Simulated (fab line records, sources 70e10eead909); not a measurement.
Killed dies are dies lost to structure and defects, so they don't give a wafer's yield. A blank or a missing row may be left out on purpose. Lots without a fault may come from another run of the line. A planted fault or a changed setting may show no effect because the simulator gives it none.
Chamber matching | flow nand_harc | NHARC_A_CONTACT_ETCH_75 on rie_diel-11: 4 sister chambers
The step etches the open film in CF4, target depth 39 nm, time 65 s. 4 wafers are shown with their chamber, then 7 later ones without.

WAFERS WITH THEIR CHAMBER
wafer  | chamber | drypump_motor_current_A (A)
L089.5 | 2       | 6.1
L087.6 | 3       | 5.0
L087.1 | 1       | 6.1
L087.2 | 0       | 6.3

WAFERS WITHOUT THEIR CHAMBER
wafer  | drypump_motor_current_A (A)
L087.3 | 6.1
L088.1 | 6.2
L088.2 | 6.3
L088.3 | 5.0
L094.3 | 5.0
L094.4 | 6.2
L094.6 | 6.2

WHICH CHAMBER EACH WENT THROUGH
wafer  | from the rows above          | in truth
L087.3 | can't be placed: 1 or 2      | 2
L088.1 | can't be placed: 0 or 1 or 2 | 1
L088.2 | 0                            | 0
L088.3 | 3                            | 3
L094.3 | 3                            | 3
L094.4 | can't be placed: 0 or 1 or 2 | 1
L094.6 | can't be placed: 0 or 1 or 2 | 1
Placed correctly: 3 of 7. Can't be placed from these rows: 4 (the true chamber is among the candidates in 4). Placed wrongly: 0.
How it was worked out, from the rows above alone: a wafer's distance from a chamber is the root of the sum, over the readings, of the square of ((its reading less the chamber's mean) divided by the reading's scatter). The wafer belongs to the nearest chamber; if the next one is less than 2 further off, it can't be placed. A chamber's mean is the mean of its shown wafers. The scatter: with one shown wafer a chamber, the root of the mean of the squares of how far each hidden wafer lies from its nearest shown one.
